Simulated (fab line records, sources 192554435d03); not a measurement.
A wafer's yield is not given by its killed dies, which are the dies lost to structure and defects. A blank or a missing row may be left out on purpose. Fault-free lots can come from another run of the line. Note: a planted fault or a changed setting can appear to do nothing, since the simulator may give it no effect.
Which of the tools did it?	flow n5 finfet	22 lots with 66 wafers sampled at 6 steps, on a route of 1938 steps

WHAT EACH GAUGE READ, for each wafer
N5_BEOL_M0_SAQP_THK_MEAS_05. Usual: 59.9 nm for thk nm, sd 0.71.
lot	measured	on	thk nm (nm)	flag
L074	day 5 13:13	film metro-01	58.8 59.2 58.7	
L075	day 5 20:41	film metro-02	59.1 58.3 59.3	
L076	day 6 01:08	film metro-01	59.6 59.2 60.6	
L077	day 6 04:17	film metro-01	58.4 58.6 59.4	
L078	day 6 11:55	film metro-01	59.2 61.4 60.7	
L079	day 6 17:25	film metro-02	59.4 60.9 59.7	
L080	day 6 23:28	film metro-02	59.1 58.7 59.6	
L081	day 7 07:36	film metro-02	59.5 60.4 60.8	
L082	day 7 10:44	film metro-02	59.4 59.5 60.7	
L083	day 7 17:40	film metro-02	58.8 60.3 59.9	
L084	day 7 21:47	film metro-01	60.4 59.9 59.6	
L085	day 8 01:31	film metro-02	60.4 60.2 60.5	
L086	day 8 22:48	film metro-02	59.3 60.6 61.2	
L089	day 9 05:22	film metro-01	59.3 59.9 60.0	
L088	day 9 09:14	film metro-01	59.4 58.7 59.7	
L090	day 9 12:36	film metro-01	60.1 60.2 61.0	
L091	day 9 17:47	film metro-01	59.2 59.3 60.5	
L092	day 10 00:34	film metro-02	60.0 60.3 60.5	
L093	day 10 10:59	film metro-02	60.5 60.5 60.8	
L094	day 10 15:25	film metro-02	59.0 59.6 61.1	
L095	day 11 00:16	film metro-01	60.0 59.1 60.1	
L096	day 11 03:02	film metro-01	59.3 59.8 60.5	

WHICH TOOL RAN EACH LOT (tool, then ch and the chambers of the sampled wafers, then the start)
lot	N5_MOL_CONTACT_COAG_ETCH_47	N5_MOL_CONTACT_COAG_VIA_ETCH_117	N5_BEOL_M0_SAQP_HM_DEP_02	N5_BEOL_M0_SAQP_PECVD_96	N5_BEOL_M0_SAQP_PECVD_04
L074	rie diel-01 ch 0,1,3, day 5 04:28	rie diel-05 ch 0,2,3, day 5 06:13	pvd sputter-03, day 5 12:53	pecvd-02 ch 0,1,2, day 5 13:02	pecvd-02 ch 0,1,2, day 5 13:08
L075	rie diel-01 ch 0,1, day 5 10:34	rie diel-05 ch 0,2,3, day 5 11:50	pvd sputter-03, day 5 20:22	pecvd-02 ch 1,2, day 5 20:31	pecvd-02 ch 1,2, day 5 20:36
L076	rie diel-01 ch 0,1,2, day 5 18:29	rie diel-03 ch 0,1,2, day 5 19:46	pvd sputter-01, day 6 00:49	pecvd-04 ch 0,1,2, day 6 00:58	pecvd-04 ch 0,1,2, day 6 01:02
L077	rie diel-03 ch 0,1,2, day 5 21:44	rie diel-01 ch 2,3, day 5 22:53	pvd sputter-02, day 6 03:57	pecvd-03 ch 1,2, day 6 04:06	pecvd-03 ch 1,2, day 6 04:11
L078	rie diel-05 ch 0,1, day 6 04:58	rie diel-03 ch 0,1,2, day 6 06:41	pvd sputter-03, day 6 11:32	pecvd-02 ch 0,2, day 6 11:41	pecvd-02 ch 0,1, day 6 11:47
L079	rie diel-01 ch 0,1, day 6 08:29	rie diel-01 ch 1,2,3, day 6 09:59	pvd sputter-03, day 6 17:00	pecvd-02 ch 1, day 6 17:10	pecvd-02 ch 1, day 6 17:17
L080	rie diel-03 ch 0,2, day 6 16:19	rie diel-01 ch 1,2, day 6 17:41	pvd sputter-01, day 6 23:07	pecvd-04 ch 0,1,2, day 6 23:16	pecvd-04 ch 0,1,2, day 6 23:22
L081	rie diel-03 ch 0,2, day 7 01:01	rie diel-01 ch 1,2, day 7 02:41	pvd sputter-01, day 7 07:16	pecvd-02 ch 0,1,2, day 7 07:25	pecvd-02 ch 0,1,2, day 7 07:30
L082	rie diel-01 ch 0,2, day 7 03:42	rie diel-03 ch 0,2, day 7 05:19	pvd sputter-03, day 7 10:25	pecvd-04 ch 0,1,2, day 7 10:34	pecvd-04 ch 0,1,2, day 7 10:39
L083	rie diel-03 ch 0,1,2, day 7 08:50	rie diel-01 ch 2,3, day 7 11:23	pvd sputter-02, day 7 17:20	pecvd-04 ch 0,1, day 7 17:29	pecvd-04 ch 0,1, day 7 17:34
L084	rie diel-01 ch 0,1,3, day 7 14:53	rie diel-03 ch 0,1,2, day 7 16:53	pvd sputter-03, day 7 21:26	pecvd-02 ch 0,1,2, day 7 21:36	pecvd-02 ch 0,1,2, day 7 21:41
L085	rie diel-03 ch 0,1,2, day 7 19:16	rie diel-03 ch 0,1,2, day 7 20:35	pvd sputter-01, day 8 01:11	pecvd-03 ch 0,1, day 8 01:20	pecvd-03 ch 0,1, day 8 01:25
L086	rie diel-05 ch 0,1,2, day 8 13:57	rie diel-03 ch 0,1, day 8 15:28	pvd sputter-01, day 8 22:28	pecvd-02 ch 1,2, day 8 22:37	pecvd-02 ch 1,2, day 8 22:43
L089	rie diel-05 ch 0,1,2, day 8 22:32	rie diel-03 ch 0,2, day 8 23:48	pvd sputter-02, day 9 05:02	pecvd-02 ch 0,1, day 9 05:11	pecvd-02 ch 0,1, day 9 05:16
L088	rie diel-05 ch 2,3, day 8 23:01	rie diel-03 ch 1,2, day 9 00:17	pvd sputter-03, day 9 08:55	pecvd-02 ch 0,1, day 9 09:04	pecvd-02 ch 0,1, day 9 09:08
L090	rie diel-03 ch 0,2,3, day 9 03:20	rie diel-03 ch 0,3, day 9 04:36	pvd sputter-03, day 9 12:16	pecvd-04 ch 0,2, day 9 12:25	pecvd-04 ch 0,2, day 9 12:30
L091	rie diel-01 ch 0,2,3, day 9 09:33	rie diel-01 ch 0,1,2, day 9 11:23	pvd sputter-01, day 9 17:27	pecvd-04 ch 0,1,2, day 9 17:36	pecvd-04 ch 0,1,2, day 9 17:41
L092	rie diel-05 ch 1,2,3, day 9 17:21	rie diel-03 ch 0,1,3, day 9 18:40	pvd sputter-02, day 10 00:09	pecvd-02 ch 0,1, day 10 00:19	pecvd-02 ch 0,1, day 10 00:26
L093	rie diel-05 ch 1,2,3, day 10 04:19	rie diel-03 ch 0,1,3, day 10 05:34	pvd sputter-03, day 10 10:34	pecvd-02 ch 0,1, day 10 10:45	pecvd-02 ch 0,1, day 10 10:53
L094	rie diel-03 ch 0,1, day 10 05:20	rie diel-01 ch 0,2,3, day 10 06:40	pvd sputter-03, day 10 15:05	pecvd-03 ch 0,2, day 10 15:14	pecvd-03 ch 0,2, day 10 15:19
L095	rie diel-03 ch 1,2,3, day 10 16:51	rie diel-01 ch 0,2,3, day 10 18:26	pvd sputter-02, day 10 23:56	pecvd-02 ch 0,2, day 11 00:05	pecvd-02 ch 0,2, day 11 00:10
L096	rie diel-05 ch 2,3, day 10 17:29	rie diel-01 ch 0,2,3, day 10 18:58	pvd sputter-03, day 11 02:42	pecvd-03 ch 1,2, day 11 02:51	pecvd-03 ch 1,2, day 11 02:56
- N5_MOL_CONTACT_COAG_ETCH_47: etches SiNx in CH3F/O2, stops on W, target depth 27 nm.
- N5_MOL_CONTACT_COAG_VIA_ETCH_117: etches SiO2 in C4F6/O2, target depth 40 nm, overetch 8 nm, time 26 s.
- N5_BEOL_M0_SAQP_HM_DEP_02: deposits TiN, target thk 12 nm.
- N5_BEOL_M0_SAQP_PECVD_96: deposits a-Si from SiH4/He, target thk 45 nm, time 45.2 s.
- N5_BEOL_M0_SAQP_PECVD_04: deposits a-Si from SiH4/He, target thk 60 nm, time 60.2 s.

WHAT THE TOOLS THEMSELVES READ (means of the sampled wafers that have a number; where no wafer has one, the mark that the record gives instead)
N5_MOL_CONTACT_COAG_ETCH_47. Usual: O2_flow_sccm 20.00 sccm, standard deviation 0.061; chamber pressure mTorr 30.000 mTorr, standard deviation 0.027; drypump motor current A 5.7 A, standard deviation 0.4; etch rf on time s 31.5 s, standard deviation 0.66; oes product au 0.68 a.u., standard deviation 0.088; rf vpp V 297 V, standard deviation 6.2; showerhead plenum p Torr 2.00 Torr, standard deviation 0.075; throttle valve pct 16.43 %, standard deviation 0.26.
lot	tool	O2_flow_sccm (sccm)	chamber pressure mTorr (mTorr)	drypump motor current A (A)	etch rf on time s (s)	oes product au (a.u.)	rf vpp V (V)	showerhead plenum p Torr (Torr)	throttle valve pct (%)	flag
L074	rie diel-01	20.02	30.001	5.6	31.5	0.73	298	2.02	16.40	
L075	rie diel-01	19.98	30.011	5.4	30.9	0.77	303	2.08	16.16	
L076	rie diel-01	20.04	30.002	5.6	30.7	0.81	303	2.06	16.12	
L077	rie diel-03	20.01	30.000	5.8	31.5	0.63	297	2.01	16.49	
L078	rie diel-05	19.95	29.983	5.9	31.9	0.62	288	1.92	16.38	
L079	rie diel-01	19.92	29.992	5.5	30.8	0.76	302	2.08	16.18	
L080	rie diel-03	20.03	29.982	5.8	31.4	0.63	298	2.04	16.62	
L081	rie diel-03	20.00	30.001	5.5	31.2	0.62	297	2.02	16.67	
L082	rie diel-01	20.04	29.981	5.4	31.1	0.78	304	2.05	16.14	
L083	rie diel-03	20.05	29.979	5.8	31.3	0.61	297	2.01	16.51	
L084	rie diel-01	20.09	30.013	5.7	31.1	0.79	299	2.09	16.29	
L085	rie diel-03	20.04	30.024	5.8	31.5	0.61	297	2.00	16.54	
L086	rie diel-05	20.02	30.000	5.9	31.9	0.63	295	1.98	16.49	
L089	rie diel-05	20.01	29.981	5.9	32.1	0.63	294	1.98	16.49	
L088	rie diel-05	19.98	29.996	6.1	31.2	0.65	293	1.95	16.40	
L090	rie diel-03	19.95	30.015	5.5	31.9	0.62	298	1.98	16.67	
L091	rie diel-01	19.91	29.978	5.5	31.6	0.76	298	2.09	16.33	
L092	rie diel-05	19.99	30.003	5.9	32.2	0.63	293	1.97	16.49	
L093	rie diel-05	20.05	30.013	5.9	32.0	0.63	294	1.97	16.51	
L094	rie diel-03	19.98	29.993	6.1	32.1	0.69	298	2.03	16.32	
L095	rie diel-03	20.00	30.005	5.5	31.2	0.79	295	1.95	16.21	
L096	rie diel-05	20.02	29.970	6.1	31.3	0.64	297	2.01	16.53	

N5_MOL_CONTACT_COAG_VIA_ETCH_117. Usual: O2_flow_sccm 10.00 sccm, standard deviation 0.032; chamber pressure mTorr 9.999 mTorr, standard deviation 0.0085; drypump motor current A 5.7 A, standard deviation 0.42; oes product au 0.69 a.u., standard deviation 0.083; rf vpp V 1589 V, standard deviation 28; showerhead plenum p Torr 2.86 Torr, standard deviation 0.096; throttle valve pct 41.2 %, standard deviation 0.39.
lot	tool	O2_flow_sccm (sccm)	chamber pressure mTorr (mTorr)	drypump motor current A (A)	oes product au (a.u.)	rf vpp V (V)	showerhead plenum p Torr (Torr)	throttle valve pct (%)	flag
L074	rie diel-05	10.00	9.996	6.1	0.66	1564	2.78	40.9	
L075	rie diel-05	10.00	9.997	6.1	0.66	1564	2.78	40.9	
L076	rie diel-03	9.97	9.989	5.8	0.63	1585	2.86	41.3	
L077	rie diel-01	10.02	9.999	5.6	0.70	1567	2.76	41.6	
L078	rie diel-03	9.98	9.992	5.8	0.63	1587	2.86	41.3	
L079	rie diel-01	10.02	10.000	5.8	0.76	1597	2.83	41.2	
L080	rie diel-01	10.00	10.007	5.9	0.80	1628	2.90	40.8	
L081	rie diel-01	10.02	10.003	5.7	0.81	1625	2.89	40.9	
L082	rie diel-03	10.01	9.993	5.5	0.63	1588	2.87	41.5	
L083	rie diel-01	10.00	9.999	5.6	0.85	1585	2.98	41.4	
L084	rie diel-03	10.01	10.001	5.8	0.62	1586	2.85	41.3	
L085	rie diel-03	9.99	10.004	5.8	0.62	1586	2.85	41.3	
L086	rie diel-03	9.96	10.002	6.1	0.62	1583	2.84	41.0	
L089	rie diel-03	10.00	9.995	5.9	0.62	1595	2.89	41.4	
L088	rie diel-03	10.02	10.001	5.5	0.61	1576	2.81	41.5	
L090	rie diel-03	10.00	10.001	5.5	0.64	1593	2.77	41.3	
L091	rie diel-01	10.03	9.992	5.6	0.75	1619	2.91	41.0	
L092	rie diel-03	10.00	9.998	5.8	0.73	1587	2.80	40.9	
L093	rie diel-03	9.98	9.994	5.8	0.71	1587	2.80	40.9	
L094	rie diel-01	10.00	10.004	5.5	0.76	1598	2.95	41.2	
L095	rie diel-01	9.96	9.999	5.4	0.75	1599	2.95	41.3	
L096	rie diel-01	10.02	9.998	5.5	0.75	1598	2.95	41.3	

N5_BEOL_M0_SAQP_HM_DEP_02. Usual: 30.1 % for throttle valve pct, sd 1.4.
lot	tool	throttle valve pct (%)	flag
L074	pvd sputter-03	28.7	
L075	pvd sputter-03	29.2	
L076	pvd sputter-01	31.1	
L077	pvd sputter-02	30.8	
L078	pvd sputter-03	29.1	
L079	pvd sputter-03	29.3	
L080	pvd sputter-01	31.3	
L081	pvd sputter-01	31.5	
L082	pvd sputter-03	29.4	
L083	pvd sputter-02	30.4	
L084	pvd sputter-03	28.8	
L085	pvd sputter-01	31.7	
L086	pvd sputter-01	31.6	
L089	pvd sputter-02	30.7	
L088	pvd sputter-03	28.8	
L090	pvd sputter-03	28.8	
L091	pvd sputter-01	31.4	
L092	pvd sputter-02	30.7	
L093	pvd sputter-03	28.1	
L094	pvd sputter-03	28.5	
L095	pvd sputter-02	30.2	
L096	pvd sputter-03	28.5	

N5_BEOL_M0_SAQP_PECVD_96. Usual: chamber pressure Torr 3.000 Torr, standard deviation 0.0063; heater power w 642 W, standard deviation 76; showerhead plenum p Torr 5.67 Torr, standard deviation 0.059; throttle valve pct 18.4 %, standard deviation 1.2.
lot	tool	chamber pressure Torr (Torr)	heater power w (W)	showerhead plenum p Torr (Torr)	throttle valve pct (%)	flag
L074	pecvd-02	2.999	665	5.67	18.1	
L075	pecvd-02	3.002	632	5.70	18.3	
L076	pecvd-04	2.996	596	5.64	19.0	
L077	pecvd-03	2.994	617	5.74	18.3	
L078	pecvd-02	2.996	633	5.67	17.5	
L079	pecvd-02	2.999	739	5.69	19.1	
L080	pecvd-04	2.998	622	5.65	19.0	
L081	pecvd-02	2.998	658	5.67	18.1	
L082	pecvd-04	2.998	622	5.64	19.1	
L083	pecvd-04	2.999	697	5.63	20.2	
L084	pecvd-02	3.001	691	5.65	18.2	
L085	pecvd-03	2.999	652	5.78	19.5	
L086	pecvd-02	3.001	654	5.70	18.7	
L089	pecvd-02	3.006	674	5.64	18.0	
L088	pecvd-02	2.994	722	5.66	18.5	
L090	pecvd-04	3.001	661	5.64	19.7	
L091	pecvd-04	2.999	634	5.64	19.2	
L092	pecvd-02	2.999	711	5.67	18.6	
L093	pecvd-02	2.997	716	5.63	18.0	
L094	pecvd-03	3.001	550	5.71	17.3	
L095	pecvd-02	3.000	628	5.63	17.1	
L096	pecvd-03	2.996	557	5.70	17.1	

N5_BEOL_M0_SAQP_PECVD_04. Usual: chamber pressure Torr 2.999 Torr, standard deviation 0.0067; heater power w 644 W, standard deviation 81; showerhead plenum p Torr 5.67 Torr, standard deviation 0.06; throttle valve pct 18.4 %, standard deviation 1.2.
lot	tool	chamber pressure Torr (Torr)	heater power w (W)	showerhead plenum p Torr (Torr)	throttle valve pct (%)	flag
L074	pecvd-02	2.996	665	5.66	18.0	
L075	pecvd-02	3.002	614	5.70	18.1	
L076	pecvd-04	3.000	635	5.65	19.2	
L077	pecvd-03	3.003	611	5.74	18.0	
L078	pecvd-02	3.000	672	5.66	18.7	
L079	pecvd-02	3.005	743	5.70	19.2	
L080	pecvd-04	3.004	609	5.64	19.0	
L081	pecvd-02	3.004	662	5.67	18.0	
L082	pecvd-04	2.992	620	5.65	19.1	
L083	pecvd-04	3.002	679	5.63	20.2	
L084	pecvd-02	3.003	668	5.66	18.1	
L085	pecvd-03	3.004	669	5.79	19.6	
L086	pecvd-02	3.007	681	5.69	18.5	
L089	pecvd-02	3.003	686	5.63	18.0	
L088	pecvd-02	3.003	656	5.65	18.7	
L090	pecvd-04	2.995	719	5.65	19.5	
L091	pecvd-04	2.994	630	5.64	19.1	
L092	pecvd-02	2.996	739	5.67	18.9	
L093	pecvd-02	2.997	698	5.63	18.2	
L094	pecvd-03	2.998	550	5.72	17.3	
L095	pecvd-02	3.001	663	5.62	17.0	
L096	pecvd-03	3.001	499	5.70	17.0	

THE ANSWER, worked out from the rows above alone
Rule: a lot counts as off when the mean over its wafers that have a number is more than 3 standard deviations away from the usual mean. A lot without any number at a reading at which 4 lots or more have one is off too. All remaining lots with rows at the step are treated as sound. Order of review: gauges by route order, followed by the tools' own readings, for which a lot's mean as printed above is used. The first step at which some lot is off is used, and at that step the reading that is off furthest; a lot without a number counts as furthest.
Nothing can be told from this: no lot is off at any reading shown.

WHAT THE SIMULATOR HAD PUT IN
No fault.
